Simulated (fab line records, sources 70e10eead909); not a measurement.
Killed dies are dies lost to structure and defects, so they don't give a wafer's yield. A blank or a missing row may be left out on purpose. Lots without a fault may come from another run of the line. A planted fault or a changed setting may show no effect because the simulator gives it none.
Chamber matching | flow nand_harc | NHARC_A_STAIRCASE_DESCUM_443 on rie_diel-07: 4 sister chambers
The step chemistry O2, time 3 s. 4 wafers are shown with their chamber, then 7 later ones without.

WAFERS WITH THEIR CHAMBER
wafer  | chamber | drypump_motor_current_A (A)
L080.4 | 3       | 5.7
L090.5 | 2       | 6.3
L093.1 | 1       | 5.9
L093.2 | 0       | 5.3

WAFERS WITHOUT THEIR CHAMBER
wafer  | drypump_motor_current_A (A)
L093.6 | 6.2
L094.2 | 6.3
L094.5 | 5.9
L094.6 | 5.3
L096.1 | 5.3
L096.4 | 6.3
L096.5 | 5.3

WHICH CHAMBER EACH WENT THROUGH
wafer  | from the rows above | in truth
L093.6 | 2                   | 2
L094.2 | 2                   | 2
L094.5 | 1                   | 1
L094.6 | 0                   | 0
L096.1 | 0                   | 0
L096.4 | 2                   | 2
L096.5 | 0                   | 0
Placed correctly: 7 of 7. Can't be placed from these rows: 0. Placed wrongly: 0.
How it was worked out, from the rows above alone: a wafer's distance from a chamber is the root of the sum, over the readings, of the square of ((its reading less the chamber's mean) divided by the reading's scatter). The wafer belongs to the nearest chamber; if the next one is less than 2 further off, it can't be placed. A chamber's mean is the mean of its shown wafers. The scatter: with one shown wafer a chamber, the root of the mean of the squares of how far each hidden wafer lies from its nearest shown one.
